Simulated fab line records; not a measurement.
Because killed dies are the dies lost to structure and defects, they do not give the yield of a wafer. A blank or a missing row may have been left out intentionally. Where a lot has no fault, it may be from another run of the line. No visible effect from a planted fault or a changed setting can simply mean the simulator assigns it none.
The tool behind it: which one? ; flow n5-finfet ; Sampling: 9 lots, 25 wafers, 4 of 1938 route steps

== WHAT EACH GAUGE READ, for each wafer ==
N5_FIN_SAQP_CD_MEAS_27 targets a cd of 20 nm.
lot;measured;on;cd-nm (nm)
L239;day 2 00:38;cd-sem-01;20.57 20.62 20.35
L244;day 3 05:31;cd-sem-03;20.46 20.69
L245;day 3 11:40;cd-sem-03;20.35 20.79 20.35
L250;day 4 18:07;cd-sem-02;20.54 19.88
L255;day 6 00:45;cd-sem-02;20.37 20.07 20.40
L257;day 6 14:17;cd-sem-01;- - -
L258;day 6 19:17;cd-sem-01;- - -
L261;day 7 12:51;cd-sem-01;19.92 20.06 20.42
L262;day 7 17:55;cd-sem-01;19.95 20.03 19.86

== WHAT TOOL EACH LOT RAN ON (gives the tool, then ch and the chambers of the sampled wafers, and finally the start) ==
lot;N5_PMOS_HMC_CHANNEL_EPI_EPI_26;N5_FIN_SAQP_HM_OPEN_73;N5_FIN_SAQP_MANDREL_ETCH_22
L239;epi-rpcvd-04 ch 0, day 1 20:32;rie-diel-01 ch 1,2, day 1 22:46;rie-si-04 ch 0,2,3, day 1 22:52
L244;epi-rpcvd-04 ch 0, day 3 01:41;rie-diel-05 ch 2,3, day 3 03:37;rie-si-03 ch 1,2, day 3 03:43
L245;epi-rpcvd-03 ch 0, day 3 07:46;rie-diel-01 ch 0,2, day 3 09:45;rie-si-03 ch 1,2,3, day 3 09:50
L250;epi-rpcvd-03 ch 0, day 4 13:32;rie-diel-05 ch 0,3, day 4 16:02;rie-si-03 ch 0, day 4 16:07
L255;epi-rpcvd-01 ch 0, day 5 19:35;rie-diel-04 ch 1,2, day 5 22:31;rie-si-03 ch 2,3, day 5 22:36
L257;epi-rpcvd-01 ch 0, day 6 10:31;rie-diel-01 ch 0,1,2, day 6 12:27;rie-si-04 ch 1,2, day 6 12:32
L258;epi-rpcvd-04 ch 0, day 6 15:34;rie-diel-01 ch 2,3, day 6 17:29;rie-si-01 ch 2,3, day 6 17:34
L261;epi-rpcvd-03 ch 0, day 7 08:53;rie-diel-05 ch 2,3, day 7 10:56;rie-si-01 ch 1,2, day 7 11:01
L262;epi-rpcvd-04 ch 0, day 7 13:58;rie-diel-05 ch 1,2,3, day 7 16:07;rie-si-01 ch 0,1, day 7 16:11
- N5_PMOS_HMC_CHANNEL_EPI_EPI_26: deposits Si from SiH4/H2, target thk 3.8 nm, time 22.7 s.
- N5_FIN_SAQP_HM_OPEN_73: chemistry CHF3/O2, target SiO2, stops on a-Si, target depth 12 nm, time 16.8 s.
- N5_FIN_SAQP_MANDREL_ETCH_22: etches a-Si in HBr/Cl2, stops on SiNx, target depth 60 nm, bt time 10 s, time 30 s.

== THE ANSWER, worked out from the rows above alone ==
Rule: the lots themselves supply what counts as usual. The widest of any qualifying gaps counts: lots, ordered by their means at a reading, are off when they make up no more than a third of the lots, leave a main group of 4 or more, and stand apart from it by 3 or more times the standard deviation of that group's means. A main group whose means are all the same, to the digits that the tables above print for the reading, isn't used. Also off: a lot with no number at a reading for which 4 or more lots have one. The other lots that the step has rows for count as sound.
Off: L257, L258 (N5_FIN_SAQP_CD_MEAS_27, cd-nm). Without a number there: L257, L258. For the main group the mean is 20.31 nm and the standard deviation 0.21.
A tool fits if, at a process step before that reading, it ran every lot that is off, and no sound lot after the first of them. Those tools and the gauges at N5_FIN_SAQP_CD_MEAS_27 are tried in the same way. One candidate fits, namely rie-diel-01 at N5_FIN_SAQP_HM_OPEN_73. A fault onset in the window from L245 (day 3 09:45, its last sound lot) to L257 (day 6 12:27, its first lot off) fits.

== WHAT THE SIMULATOR HAD PUT IN ==
Whole step skipped at N5_FIN_SAQP_HM_OPEN_73 on rie-diel-01, starting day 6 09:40. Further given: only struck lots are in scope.
Lots struck among those shown: L257, L258. The rule given above showed the same thing.
